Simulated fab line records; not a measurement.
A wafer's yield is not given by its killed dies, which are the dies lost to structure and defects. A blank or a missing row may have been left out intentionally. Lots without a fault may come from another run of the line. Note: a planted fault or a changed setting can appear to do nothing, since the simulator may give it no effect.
Lot-split experiment ; flow n5Finfet ; 39 wafers read across 7 lots, on a route 1938 steps long

## ABOUT THE SPLIT
At N5_MOL_CONTACT_COAG_ETCHBACK_136 (etches SiO2 in CHF3, target depth 25 nm, time 16.7 s), the setting targetDepthA was moved away from the recipe's 250 angstrom on 12 of the 39 wafers read, by -21.9% to +30.4%. This setting was run at the recipe's value on the other wafers.

## THE PATH FROM SPLIT TO READING: the file shows 1 step between them
- N5_MOL_CONTACT_COAG_STRIP_120: strips in CHF3

## THE READING
SOC_of_MOL_CONTACT_COAG_COAT_62.thkNm (the simulator's own value, which no gauge read), in nm, at N5_MOL_CONTACT_COAG_VIA_ETCH_117 (etches SiO2 in C4F6/O2, target depth 40 nm, overetch 8 nm, time 26 s). No usual value for it is given in the file. Across the 27 wafers here that went through the recipe, the average is 51.5 nm and the standard deviation 0.33 nm.

wafer;tool, chamber at the split;targetDepthA as run, angstrom;against the recipe;SOC_of_MOL_CONTACT_COAG_COAT_62.thkNm, nm;against lot-mates on the recipe
L075.1;rieDiel-04, 0,3;325.9;+30.4%;50.4;-0.8
L075.2;rieDiel-04, 2;250;recipe;51.4;-
L075.3;rieDiel-04, 1;250;recipe;51;-
L075.4;rieDiel-04, 3;250;recipe;51.2;-
L075.5;rieDiel-04, 0,3;325.9;+30.4%;50.4;-0.8
L075.6;rieDiel-04, 2;325.9;+30.4%;50.8;-0.4
L082.1;rieDiel-01, 3;250;recipe;51.6;-
L082.2;rieDiel-01, 0,2,0;195.3;-21.9%;52.4;+0.9
L082.3;rieDiel-01, 0,2,0;195.3;-21.9%;52.4;+0.9
L082.4;rieDiel-01, 1;250;recipe;51.2;-
L082.5;rieDiel-01, 3;250;recipe;51.6;-
L082.6;rieDiel-01, 0,2,0;195.3;-21.9%;52.4;+0.9
L083.2;rieDiel-04, 1,2,3;250;recipe;51.6;-
L083.3;rieDiel-04, 1,2,3;250;recipe;51.8;-
L083.4;rieDiel-04, 1,2,3;250;recipe;51.4;-
L084.1;rieDiel-04, 0;325.5;+30.2%;50.2;-0.9
L084.2;rieDiel-04, 1;250;recipe;50.8;-
L084.3;rieDiel-04, 2;250;recipe;51.2;-
L084.4;rieDiel-04, 3;325.5;+30.2%;50;-1.1
L084.5;rieDiel-04, 0;250;recipe;51.2;-
L084.6;rieDiel-04, 3;325.5;+30.2%;50;-1.1
L085.1;rieDiel-01, 3,2,1;250;recipe;52;-
L085.2;rieDiel-01, 3,2,1;250;recipe;52;-
L085.5;rieDiel-01, 0,0,3;250;recipe;52;-
L085.3;rieDiel-01, 0,0,3;250;recipe;52.2;-
L085.4;rieDiel-01, 3,2,1;250;recipe;51.6;-
L085.6;rieDiel-01, 0,0,3;250;recipe;52;-
L090.1;rieDiel-01, 1;288.9;+15.6%;50.8;-0.9
L090.2;rieDiel-01, 3,0;288.9;+15.6%;51.2;-0.5
L090.3;rieDiel-01, 3,0;288.9;+15.6%;51.4;-0.3
L090.4;rieDiel-01, 2;250;recipe;51.8;-
L090.5;rieDiel-01, 2,3;250;recipe;51.8;-
L090.6;rieDiel-01, 2,3;250;recipe;51.4;-
L093.1;rieDiel-04, 2,1,3,0,0;250;recipe;51.6;-
L093.2;rieDiel-04, 2,1,3,0,0;250;recipe;51.4;-
L093.3;rieDiel-04, 2,1,3,0,0;250;recipe;51.2;-
L093.4;rieDiel-04, 2,1,3,0,0;250;recipe;51.6;-
L093.5;rieDiel-04, 1;250;recipe;51.4;-
L093.6;rieDiel-04, 2,1,3,0,0;250;recipe;51.6;-
Rows listing several chambers each stand for several wafers; the file does not say which wafer went through which chamber.

THE FIT
A straight line over all 39 wafers: SOC_of_MOL_CONTACT_COAG_COAT_62.thkNm changes by -0.0394 nm for each +1% of targetDepthA; r = -0.86; the points scatter about the line by 0.32 nm.
The same after taking each lot's own level away (the mean of its wafers on the recipe; 39 wafers): -0.0317 nm for each +1%; r = -0.91; scatter 0.2 nm.
On that fit, the largest move of targetDepthA shifts the reading by 0.96 nm.
The lots' own levels span 51.07 to 51.97 nm, that is 2.7 times the standard deviation above.
So the slope is not independent of the lot-to-lot level: the two fits are not the same.
Check: -0.946 nm against its lot-mates is what the line predicts for one of the wafers moved furthest among these (+30.4%) when that wafer is left out of the fit. It came out at -0.8 nm against them.

## THESE WAFERS: OTHER SPLITS
These wafers also went through other splits before the reading. Each is held against what the fit with the lots' levels taken away leaves over:
other split on the same wafers;wafers away from the commonest value;r with SOC_of_MOL_CONTACT_COAG_COAT_62.thkNm (lot level and that fit taken away)
N5_ZERO_LAYER_DEVELOP_10 developTimeS;15;-0.26
N5_FIN_CUT_CUT_ETCH_26 targetDepthA;18;+0.13
N5_STI_FIN_REVEAL_ALD_00 targetThkA;15;-0.01
N5_HKMG_FIN_PWFM_ALD_03 aldCycles;12;-0.32

## THE WHOLE CHAIN: every reading that the file lists as answering this split, in the file's order
step;what it does;reading;change (the file's fit);r (the file's)
N5_MOL_CONTACT_COAG_ETCHBACK_136;etches SiO2 in CHF3, target depth 25 nm, time 16.7 s;SOC_of_MOL_CONTACT_COAG_COAT_62.thkNm (the simulator's own value, which no gauge read);-0.0267 nm for each +1% of the setting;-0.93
N5_MOL_CONTACT_COAG_VIA_ETCH_117;etches SiO2 in C4F6/O2, target depth 40 nm, overetch 8 nm, time 26 s;MOL_CONTACT_COAG.featureDepthNm (the simulator's own value, which no gauge read);-0.255 nm for each +1% of the setting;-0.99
N5_MOL_CONTACT_COAG_VIA_ETCH_117;etches SiO2 in C4F6/O2, target depth 40 nm, overetch 8 nm, time 26 s;etch.depthNm (the simulator's own value, which no gauge read);-0.255 nm for each +1% of the setting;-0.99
N5_MOL_CONTACT_COAG_VIA_ETCH_117;etches SiO2 in C4F6/O2, target depth 40 nm, overetch 8 nm, time 26 s;SOC_of_MOL_CONTACT_COAG_COAT_62.thkNm (the simulator's own value, which no gauge read);-0.031 nm for each +1% of the setting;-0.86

## FILE'S OWN FIT
SOC_of_MOL_CONTACT_COAG_COAT_62.thkNm changes by -0.031 nm for each +1% of targetDepthA, r = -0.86.
